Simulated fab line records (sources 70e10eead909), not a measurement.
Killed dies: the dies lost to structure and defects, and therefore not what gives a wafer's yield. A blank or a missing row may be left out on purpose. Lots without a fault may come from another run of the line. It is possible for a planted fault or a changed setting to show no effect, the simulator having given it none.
fab line records	flow nandHarc
record: lots: 6	wafers: 18	lastDay: 32
route steps=1302 shown A_STAIRCASE@734 END@1302
lots untouched by any fault: they come from a run of this same line in which no faults occurred
startH: hours from the record's first day to the start of the lot's first wafer shown	waitH: time in hours since the lot's previous step	" identical to the entry in the row above	L1.1+2: several wafers, shown together as one row	- value missing, or start not given	* or withheld: withheld	< > ~ a bound
route shown NAME@n: a module of which the file shows steps, and the number in the route of the first	usual: mean/standard deviation of fault-free wafers	same: alike in all rows	chamber/n: place in a boat	sites: per-site readings	_std_site: their standard deviation	_edge_site: inner sites' mean taken away from outer sites' mean	radiusMm: for every site, how far away it sits from the centre of the wafer	mask NAME#n: copy n	behind: the last tool/chamber to shape the wafer	hold: why the lot was held/for how many hours/how that ended	device: the transistor (n, p or np) that didn't switch	end of line: the same wafers' tests at the end of the route	a step given without rows: its recipe and nothing more	killed: at the first sort, the dies lost to defects and structure; wafer yield is something else	map: dies across one wafer; x = killed, . = not, _ = none there
set.NAME: setting as actually run; set.NAME@STEP: the setting as run at that earlier step	model.NAME: the simulator's own value behind a step, which no gauge read
lots at selected steps of the route; one table per step, one row per wafer
services: from which hour (startH, from the record's first day; less than 0 if before it) a tool's chamber was out of use, for how many hours, and why
== steps ==
step: NHARC_A_STAIRCASE_TRIM_220
recipe: timeS: 211.2	o2FlowSccm: 500	arFlowSccm: 0	biasW: 0	chemistry: O2
usual: chamberPressureMTorr: 60.00/0.062	drypumpMotorCurrentA: 5.7/0.4	oesProductAu: 1.002/0.013	rfVppV: 57.8/0.95	showerheadPlenumPTorr: 3.55/0.18	throttleValvePct: 17.036/0.0095
lot.wafer	tool	chamber	startH	waitH	chamberPressureMTorr	drypumpMotorCurrentA	oesProductAu	rfHoursCounterH	rfVppV	showerheadPlenumPTorr	throttleValvePct
L870.3	rieDiel-03	3	405.96	0.1	60.05	6.3	0.989	40	56.4	3.63	17.033
L870.2	"	0	"	"	60.02	5.6	1.003	41	58.9	3.75	17.038
L870.1	"	2	"	"	59.97	6.1	1.014	36	56.1	3.28	17.015
L872.2	rieDiel-03	3	424.16	0.1	59.94	6.3	0.988	44	58.0	3.63	17.023
L872.4	"	1	"	"	60.05	5.3	1.012	42	57.8	3.43	17.031
L872.6	"	3	"	"	59.95	6.3	0.991	-	58.0	3.63	17.049
L878.1	rieDiel-04	3	464.40	0.1	59.95	5.2	1.015	37	56.1	3.30	17.025
L878.4	"	1	"	"	59.92	6.0	0.991	31	59.4	3.75	17.054
L878.3	"	2	"	"	59.98	5.4	1.000	33	56.9	3.50	17.046
L876.1	rieDiel-11	2	467.42	0.1	60.02	5.7	1.004	7	55.8	3.38	17.031
L876.2	"	0	"	"	60.01	5.5	0.978	7	56.8	3.30	17.039
L876.6	"	3	"	"	60.01	5.2	1.001	-	57.4	3.59	17.027
L885.4	rieDiel-11	2	550.30	0.1	59.96	5.7	0.994	40	56.6	3.37	17.051
L885.3	"	3	"	"	59.93	5.2	1.003	38	56.6	3.58	17.026
L885.6	"	1	"	"	60.03	6.2	1.031	-	56.0	3.40	17.033
L887.4	rieDiel-03	0	570.03	0.1	60.13	5.6	1.008	28	58.1	3.73	17.046
L887.5	"	3	"	"	59.97	6.3	0.996	-	55.9	3.60	17.031
L887.6	"	0	"	"	60.03	5.7	1.015	-	58.5	3.73	17.035
step: NHARC_A_STAIRCASE_ETCH_221
recipe: targetDepthA: 1000	timeS: 40.5	ionEnergyEv: 400	c4f8FlowSccm: 20	o2FlowSccm: 10	arFlowSccm: withheld	rfW: 600	biasW: 1000	chemistry: C4F8/O2
step: NHARC_A_STAIRCASE_TRIM_222
recipe: timeS: 211.2	o2FlowSccm: 500	arFlowSccm: 0	biasW: 0	chemistry: O2
step: NHARC_A_STAIRCASE_ETCH_223
recipe: targetDepthA: 1000	timeS: 40.5	ionEnergyEv: 400	c4f8FlowSccm: 20	o2FlowSccm: 10	arFlowSccm: withheld	rfW: 600	biasW: 1000	chemistry: C4F8/O2
step: NHARC_A_STAIRCASE_TRIM_224
recipe: timeS: 211.2	o2FlowSccm: 500	arFlowSccm: 0	biasW: 0	chemistry: O2
step: NHARC_A_STAIRCASE_ETCH_225
recipe: targetDepthA: 1000	timeS: 40.5	ionEnergyEv: 400	c4f8FlowSccm: 20	o2FlowSccm: 10	arFlowSccm: withheld	rfW: 600	biasW: 1000	chemistry: C4F8/O2
usual: biasW: 999.8/2.9	chamberPressureMTorr: 25.000/0.023	oesProductAu: 0.943/0.014	rfVppV: 896/6.9
lot.wafer	tool	chamber	startH	waitH	biasW	chamberPressureMTorr	oesProductAu	rfHoursCounterH	rfVppV
L870.1	rieDiel-03	1	-	-	995.3	25.036	0.947	38	892
L870.2	"	3	"	"	1002.7	24.974	0.938	40	900
L870.3	"	0	"	"	999.8	25.015	0.952	42	904
L872.2	rieDiel-03	2	-	-	997.2	25.007	0.951	40	886
L872.4	"	1	"	"	1003.9	24.990	0.940	43	893
L872.6	"	2	"	"	998.9	25.016	0.958	-	886
L878.3	rieDiel-04	2	-	-	1001.3	25.014	0.957	33	895
L878.1	"	3	"	"	997.2	25.014	0.965	37	887
L878.4	"	0	"	"	1000.8	24.979	0.935	25	907
L876.2	rieDiel-11	2	-	-	996.9	24.991	0.953	8	891
L876.1	"	3	"	"	998.0	25.014	0.966	7	898
L876.6	"	1	"	"	1003.1	25.010	0.946	-	892
L885.3	rieDiel-11	0	-	-	999.9	24.991	0.925	35	886
L885.4	"	1	"	"	1003.5	24.975	0.961	37	892
L885.6	"	0	"	"	1000.0	24.985	0.920	-	886
L887.4	rieDiel-03	0	-	-	1001.6	25.001	0.963	28	904
L887.5	"	1	"	"	992.7	24.986	0.948	-	892
L887.6	"	2	"	"	996.6	25.035	0.951	-	905
step: NHARC_A_STAIRCASE_TRIM_226
recipe: timeS: 211.2	o2FlowSccm: 500	arFlowSccm: 0	biasW: 0	chemistry: O2
step: NHARC_A_STAIRCASE_ETCH_227
recipe: targetDepthA: 1000	timeS: 40.5	ionEnergyEv: 400	c4f8FlowSccm: 20	o2FlowSccm: 10	arFlowSccm: withheld	rfW: 600	biasW: 1000	chemistry: C4F8/O2
step: NHARC_A_STAIRCASE_TRIM_229
recipe: timeS: 211.2	o2FlowSccm: 500	arFlowSccm: 0	biasW: 0	chemistry: O2
usual: chamberPressureMTorr: 60.01/0.062	drypumpMotorCurrentA: 5.7/0.38	oesProductAu: 1.000/0.013	rfVppV: 57.7/0.93	showerheadPlenumPTorr: 3.52/0.18	throttleValvePct: 17.035/0.009
lot.wafer	tool	chamber	startH	waitH	chamberPressureMTorr	drypumpMotorCurrentA	oesProductAu	rfHoursCounterH	rfVppV	showerheadPlenumPTorr	throttleValvePct
L870.3	rieDiel-03	3	406.98	0.1	59.94	6.3	0.985	40	58.0	3.63	17.042
L870.2	"	0	"	"	60.01	5.7	1.000	42	57.7	3.75	17.040
L870.1	"	1	"	"	59.95	5.3	0.993	39	57.0	3.43	17.025
L872.2	rieDiel-11	2	425.17	0.1	60.00	5.7	1.002	53	57.1	3.39	17.023
L872.4	"	3	"	"	60.02	5.2	0.977	51	57.5	3.60	17.016
L872.6	"	2	"	"	59.98	5.7	0.995	-	57.1	3.39	17.048
L878.3	rieDiel-04	1	465.46	0.1	60.01	6.0	0.988	32	57.4	3.75	17.031
L878.4	"	2	"	"	60.03	5.4	0.997	33	57.5	3.50	17.036
L878.1	"	3	"	"	60.03	5.2	1.023	37	57.0	3.30	17.045
L876.1	rieDiel-11	3	469.05	0.1	60.04	5.2	1.011	7	59.9	3.59	17.044
L876.2	"	0	"	"	60.01	5.5	0.987	8	57.1	3.30	17.027
L876.6	"	3	"	"	59.95	5.2	1.006	-	57.1	3.59	17.036
L885.3	rieDiel-11	1	551.56	0.1	59.98	6.2	1.007	37	57.8	3.40	17.050
L885.4	"	2	"	"	60.00	5.7	0.983	41	56.8	3.37	17.033
L885.6	"	3	"	"	60.01	5.2	0.992	-	57.1	3.58	17.041
L887.4	rieDiel-03	3	571.04	0.1	59.97	6.3	0.997	29	57.8	3.60	17.050
L887.5	"	3	"	"	60.12	6.3	1.001	-	58.8	3.60	17.031
L887.6	"	0	"	"	60.05	5.7	1.013	-	57.4	3.73	17.025
step: NHARC_A_STAIRCASE_ETCH_230
recipe: targetDepthA: 1000	timeS: 40.5	ionEnergyEv: 400	c4f8FlowSccm: 20	o2FlowSccm: 10	arFlowSccm: withheld	rfW: 600	biasW: 1000	chemistry: C4F8/O2
step: NHARC_A_STAIRCASE_TRIM_231
recipe: timeS: 211.2	o2FlowSccm: 500	arFlowSccm: 0	biasW: 0	chemistry: O2
usual: chamberPressureMTorr: 60.00/0.054	drypumpMotorCurrentA: 5.7/0.38	oesProductAu: 0.999/0.013	rfVppV: 57.8/0.96	showerheadPlenumPTorr: 3.52/0.18	throttleValvePct: 17.036/0.0095
lot.wafer	tool	chamber	startH	waitH	chamberPressureMTorr	drypumpMotorCurrentA	oesProductAu	rfHoursCounterH	rfVppV	showerheadPlenumPTorr	throttleValvePct
L870.3	rieDiel-03	2	-	-	60.01	6.1	0.998	37	57.1	3.28	17.039
L870.1	"	0	"	"	60.03	5.6	0.976	42	59.6	3.75	17.040
L870.2	"	1	"	"	60.02	5.3	0.989	39	56.9	3.43	17.034
L872.4	rieDiel-11	3	-	-	60.00	5.2	0.981	51	58.7	3.60	17.049
L872.2	"	0	"	"	60.01	5.5	0.989	48	56.4	3.31	17.018
L872.6	"	1	"	"	59.94	6.2	1.012	-	56.3	3.42	17.021
L878.1	rieDiel-04	0	-	-	60.13	5.5	0.997	25	57.1	3.79	17.039
L878.3	"	1	"	"	60.05	6.0	0.980	32	58.6	3.75	17.015
L878.4	"	2	"	"	60.03	5.4	0.997	33	56.9	3.50	17.032
L876.1	rieDiel-11	2	-	-	60.04	5.7	1.000	8	59.1	3.38	17.042
L876.2	"	1	"	"	60.05	6.2	1.018	8	57.3	3.42	17.048
L876.6	"	2	"	"	60.07	5.7	1.003	-	56.6	3.38	17.047
L885.3	rieDiel-11	2	-	-	60.01	5.7	0.993	41	57.4	3.36	17.033
L885.4	"	0	"	"	60.09	5.5	0.985	35	57.7	3.29	17.038
L885.6	"	2	"	"	60.02	5.7	0.991	-	57.7	3.36	17.035
L887.4	rieDiel-03	2	-	-	60.04	6.1	1.008	36	60.1	3.79	17.039
L887.5	"	1	"	"	59.95	5.3	0.987	-	57.1	3.40	17.022
L887.6	"	2	"	"	60.01	6.1	1.013	-	57.6	3.79	17.021
step: NHARC_A_STAIRCASE_ETCH_232
recipe: targetDepthA: 1000	timeS: 40.5	ionEnergyEv: 400	c4f8FlowSccm: 20	o2FlowSccm: 10	arFlowSccm: withheld	rfW: 600	biasW: 1000	chemistry: C4F8/O2
usual: biasW: 999.9/2.8	chamberPressureMTorr: 24.999/0.022	oesProductAu: 0.945/0.014	rfVppV: 896/6.7
lot.wafer	tool	chamber	startH	waitH	biasW	chamberPressureMTorr	oesProductAu	rfHoursCounterH	rfVppV
L870.3	rieDiel-03	0	407.41	-	1001.2	24.992	0.958	42	904
L870.2	"	2	"	"	1000.3	25.007	0.946	37	887
L870.1	"	3	"	"	997.6	24.995	0.933	40	899
L872.4	rieDiel-11	0	425.62	-	999.2	24.971	0.944	48	888
L872.2	"	3	"	"	1003.9	24.990	0.926	51	899
L872.6	"	0	"	"	998.0	24.994	0.947	-	886
L878.4	rieDiel-04	3	465.89	-	-	-	-	-	-
L878.3	"	0	"	"	-	-	-	-	-
L878.1	"	2	"	"	-	-	-	-	-
L876.2	rieDiel-11	0	469.49	-	-	-	-	-	-
L876.1	"	1	"	"	-	-	-	-	-
L876.6	"	2	"	"	-	-	-	-	-
L885.4	rieDiel-11	3	551.95	-	1002.1	24.982	0.944	39	898
L885.3	"	0	"	"	998.6	25.008	0.935	35	888
L885.6	"	2	"	"	1002.6	25.004	0.917	-	890
L887.4	rieDiel-03	0	571.47	-	997.8	25.006	0.940	28	904
L887.6	"	3	"	"	997.8	24.977	0.946	-	900
L887.5	"	0	"	"	1002.8	24.998	0.943	-	904
step: NHARC_A_STAIRCASE_TRIM_233
recipe: timeS: 211.2	o2FlowSccm: 500	arFlowSccm: 0	biasW: 0	chemistry: O2
usual: chamberPressureMTorr: 59.99/0.054	drypumpMotorCurrentA: 5.7/0.39	oesProductAu: 1.000/0.013	rfVppV: 57.8/0.86	showerheadPlenumPTorr: 3.52/0.18	throttleValvePct: 17.036/0.0091
lot.wafer	tool	chamber	startH	waitH	chamberPressureMTorr	drypumpMotorCurrentA	oesProductAu	rfHoursCounterH	rfVppV	showerheadPlenumPTorr	throttleValvePct
L870.2	rieDiel-03	2	-	-	60.00	6.1	1.003	37	58.2	3.28	17.025
L870.3	"	3	"	"	60.00	6.3	1.000	40	57.1	3.63	17.035
L870.1	"	1	"	"	60.04	5.2	0.987	39	57.8	3.43	17.036
L872.2	rieDiel-11	3	-	-	59.96	5.2	0.979	51	55.9	3.60	17.032
L872.4	"	0	"	"	60.04	5.5	0.990	48	57.2	3.31	17.035
L872.6	"	2	"	"	59.95	5.7	0.995	-	56.4	3.39	17.023
L878.1	rieDiel-04	1	-	-	59.96	6.0	0.985	32	58.0	3.75	17.038
L878.4	"	2	"	"	60.02	5.5	0.997	33	58.4	3.50	17.045
L878.3	"	0	"	"	59.90	5.5	0.993	26	57.5	3.79	17.043
L876.2	rieDiel-11	1	-	-	59.97	6.2	1.014	8	57.1	3.42	17.027
L876.1	"	2	"	"	59.99	5.7	1.001	8	58.0	3.38	17.041
L876.6	"	0	"	"	60.00	5.5	1.002	-	57.6	3.30	17.038
L885.3	rieDiel-11	2	-	-	60.00	5.7	0.990	41	56.7	3.36	17.045
L885.4	"	0	"	"	60.03	5.5	0.981	35	58.0	3.29	17.039
L885.6	"	1	"	"	60.05	6.2	1.017	-	59.3	3.40	17.032
L887.4	rieDiel-03	0	-	-	59.90	5.6	1.000	28	57.9	3.73	17.024
L887.5	"	2	"	"	60.02	6.1	1.019	-	57.7	3.79	17.048
L887.6	"	3	"	"	60.00	6.3	0.996	-	57.1	3.60	17.037
step: NHARC_END_SORT_01
recipe: tempC: 25
usual: killedAtArray: 55/19	killedAtOther: 0.9/1.4	killedAtPeriphery: 3.8/2.9	killedDies: 60/19	killedOpen: 3.3/1.8	killedShort: 2.6/1.6
same: grossDies: 677
lot.wafer	tool	chamber	startH	waitH	killedAtArray	killedAtOther	killedAtPeriphery	killedDies	killedOpen	killedShort
L878.1	prober-02	0	667.92	2.5	665	0	12	677	2	2
L878.3	prober-02	0	669.50	3.1	666	0	11	677	5	3
L878.4	prober-02	0	670.30	3.4	666	0	11	677	4	2
L876.1	prober-01	0	687.41	2.5	674	0	3	677	1	4
L876.2	prober-01	0	688.21	2.8	674	0	3	677	3	0
L876.6	prober-01	0	691.40	4.0	674	0	3	677	0	4
killed by level:class
L878.1 A_STAIRCASE:areaEtch=630 A_CHANNEL_HOLE_D2:chamberFilmFlake=14 A_SLIT:chamberFilmFlake=7 A_CONTACT:chamberFilmFlake=6 P_GATE:chamberFilmFlake=4 P_BONDPAD:chamberFilmFlake=4 A_CHANNEL_HOLE_D1:chamberFilmFlake=4 A_STAIRCASE:chamberFilmFlake=2
L878.3 A_STAIRCASE:areaEtch=638 A_CHANNEL_HOLE_D2:chamberFilmFlake=6 P_GATE:chamberFilmFlake=5 A_CHANNEL_HOLE_D1:chamberFilmFlake=5 A_CONTACT:chamberFilmFlake=5 A_SLIT:chamberFilmFlake=4 P_BONDPAD:chamberFilmFlake=3 A_STAIRCASE:chamberFilmFlake=2
L878.4 A_STAIRCASE:areaEtch=621 A_CHANNEL_HOLE_D2:chamberFilmFlake=12 A_CHANNEL_HOLE_D1:chamberFilmFlake=7 A_STAIRCASE:chamberFilmFlake=7 A_CONTACT:chamberFilmFlake=5 A_SLIT:chamberFilmFlake=4 P_STI:chamberFilmFlake=3 P_GATE:chamberFilmFlake=3
L876.1 A_STAIRCASE:areaEtch=636 A_SLIT:chamberFilmFlake=21 A_CHANNEL_HOLE_D1:chamberFilmFlake=5 A_STAIRCASE:chamberFilmFlake=4 A_DECK1_JOINT:chamberFilmFlake=2 A_CHANNEL_HOLE_D2:chamberFilmFlake=2 P_STI:geometricParticle:short=1 A_DECK1_JOINT:geometricParticle:short=1
L876.2 A_STAIRCASE:areaEtch=615 A_SLIT:chamberFilmFlake=37 A_CHANNEL_HOLE_D1:chamberFilmFlake=11 A_STAIRCASE:chamberFilmFlake=4 P_GATE:chamberFilmFlake=3 A_ONON_D1:geometricParticle:open=2 A_M1:geometricParticle:open=1 A_CHANNEL_HOLE_D2:chamberFilmFlake=1
L876.6 A_STAIRCASE:areaEtch=637 A_SLIT:chamberFilmFlake=23 A_CHANNEL_HOLE_D1:chamberFilmFlake=5 A_CHANNEL_FILL_D1:geometricParticle:short=2 P_M1:chamberFilmFlake=2 A_STAIRCASE:chamberFilmFlake=2 A_ONON_D1:geometricParticle:short=1 A_DECK1_JOINT:geometricParticle:short=1
map L876.1 (x killed, . not)
____________x____________
_________xxxxxxx_________
_______xxxxxxxxxxx_______
______xxxxxxxxxxxxx______
_____xxxxxxxxxxxxxxx_____
____xxxxxxxxxxxxxxxxx____
____xxxxxxxxxxxxxxxxx____
___xxxxxxxxxxxxxxxxxxx___
___xxxxxxxxxxxxxxxxxxx___
__xxxxxxxxxxxxxxxxxxxxx__
__xxxxxxxxxxxxxxxxxxxxx__
_xxxxxxxxxxxxxxxxxxxxxxx_
_xxxxxxxxxxxxxxxxxxxxxxx_
_xxxxxxxxxxxxxxxxxxxxxxx_
_xxxxxxxxxxxxxxxxxxxxxxx_
_xxxxxxxxxxxxxxxxxxxxxxx_
xxxxxxxxxxxxxxxxxxxxxxxxx
xxxxxxxxxxxxxxxxxxxxxxxxx
xxxxxxxxxxxxxxxxxxxxxxxxx
xxxxxxxxxxxxxxxxxxxxxxxxx
xxxxxxxxxxxxxxxxxxxxxxxxx
_xxxxxxxxxxxxxxxxxxxxxxx_
_xxxxxxxxxxxxxxxxxxxxxxx_
_xxxxxxxxxxxxxxxxxxxxxxx_
_xxxxxxxxxxxxxxxxxxxxxxx_
_xxxxxxxxxxxxxxxxxxxxxxx_
__xxxxxxxxxxxxxxxxxxxxx__
__xxxxxxxxxxxxxxxxxxxxx__
___xxxxxxxxxxxxxxxxxxx___
___xxxxxxxxxxxxxxxxxxx___
____xxxxxxxxxxxxxxxxx____
____xxxxxxxxxxxxxxxxx____
_____xxxxxxxxxxxxxxx_____
______xxxxxxxxxxxxx______
_______xxxxxxxxxxx_______
_________xxxxxxx_________
____________x____________
map L878.1 (x killed, . not)
____________x____________
_________xxxxxxx_________
_______xxxxxxxxxxx_______
______xxxxxxxxxxxxx______
_____xxxxxxxxxxxxxxx_____
____xxxxxxxxxxxxxxxxx____
____xxxxxxxxxxxxxxxxx____
___xxxxxxxxxxxxxxxxxxx___
___xxxxxxxxxxxxxxxxxxx___
__xxxxxxxxxxxxxxxxxxxxx__
__xxxxxxxxxxxxxxxxxxxxx__
_xxxxxxxxxxxxxxxxxxxxxxx_
_xxxxxxxxxxxxxxxxxxxxxxx_
_xxxxxxxxxxxxxxxxxxxxxxx_
_xxxxxxxxxxxxxxxxxxxxxxx_
_xxxxxxxxxxxxxxxxxxxxxxx_
xxxxxxxxxxxxxxxxxxxxxxxxx
xxxxxxxxxxxxxxxxxxxxxxxxx
xxxxxxxxxxxxxxxxxxxxxxxxx
xxxxxxxxxxxxxxxxxxxxxxxxx
xxxxxxxxxxxxxxxxxxxxxxxxx
_xxxxxxxxxxxxxxxxxxxxxxx_
_xxxxxxxxxxxxxxxxxxxxxxx_
_xxxxxxxxxxxxxxxxxxxxxxx_
_xxxxxxxxxxxxxxxxxxxxxxx_
_xxxxxxxxxxxxxxxxxxxxxxx_
__xxxxxxxxxxxxxxxxxxxxx__
__xxxxxxxxxxxxxxxxxxxxx__
___xxxxxxxxxxxxxxxxxxx___
___xxxxxxxxxxxxxxxxxxx___
____xxxxxxxxxxxxxxxxx____
____xxxxxxxxxxxxxxxxx____
_____xxxxxxxxxxxxxxx_____
______xxxxxxxxxxxxx______
_______xxxxxxxxxxx_______
_________xxxxxxx_________
____________x____________
== services ==
tool	chamber	startH	hours	kind
rieDiel-11	0	389.26	-	clean
rieDiel-11	1	389.26	-	clean
rieDiel-11	2	389.26	-	clean
rieDiel-11	3	389.26	-	clean
rieDiel-04	0	393.17	26.6	repair
rieDiel-11	0	413.88	-	clean
rieDiel-11	1	413.88	-	clean
rieDiel-11	2	413.88	-	clean
rieDiel-11	3	413.88	-	clean
rieDiel-11	-	434.79	9.0	pm
rieDiel-11	0	434.79	9.0	ventCycle
rieDiel-11	1	434.79	9.0	ventCycle
rieDiel-11	2	434.79	9.0	ventCycle
rieDiel-11	3	434.79	9.0	ventCycle
rieDiel-11	0	443.79	-	clean
rieDiel-11	1	443.79	-	clean
rieDiel-11	2	443.79	-	clean
rieDiel-11	3	443.79	-	clean
rieDiel-03	-	458.59	9.0	pm
rieDiel-11	0	468.36	-	clean
rieDiel-11	1	468.36	-	clean
rieDiel-03	2	517.55	7.5	repair
rieDiel-04	-	535.82	9.0	pm
rieDiel-03	3	546.16	10.6	repair
== key ==
firstSign: step: NHARC_A_STAIRCASE_ETCH_232	reading: toolRecord	direction: missing
effect: step: NHARC_END_SORT_01	reading: killedDies	direction: up	sigmas: 33	usual: 60	struck: 677
moreKillsBornAt: NHARC_A_STAIRCASE_ETCH_232@rieDiel-04: 1891	NHARC_A_STAIRCASE_ETCH_232@rieDiel-11: 1888
metAt NHARC_A_STAIRCASE_ETCH_232
struckWafers L876.1,L876.2,L876.6,L878.1,L878.3,L878.4
laterRowsLeftOut L876.1,L876.2,L876.6,L878.1,L878.3,L878.4
testerLeftOut L876,L878
onsetBetween 425.62 465.89
fault: kind: skippedStepWhole	tool: rieDiel-04,rieDiel-11	chamber: -	onsetH: 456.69	steps: NHARC_A_STAIRCASE_ETCH_232	scope: struckLotsOnly
testerLeftOut: of these lots the tester's yield and bins aren't shown, on N5 and GAA mostly nor the transistor test; their killed dies are dies lost to structure and defects alone, not to doping, threshold or leakage, so they don't give the yield
laterRowsLeftOut: the simulator's readings of these wafers behind a module that went badly wrong aren't trusted and aren't shown, but for the sort
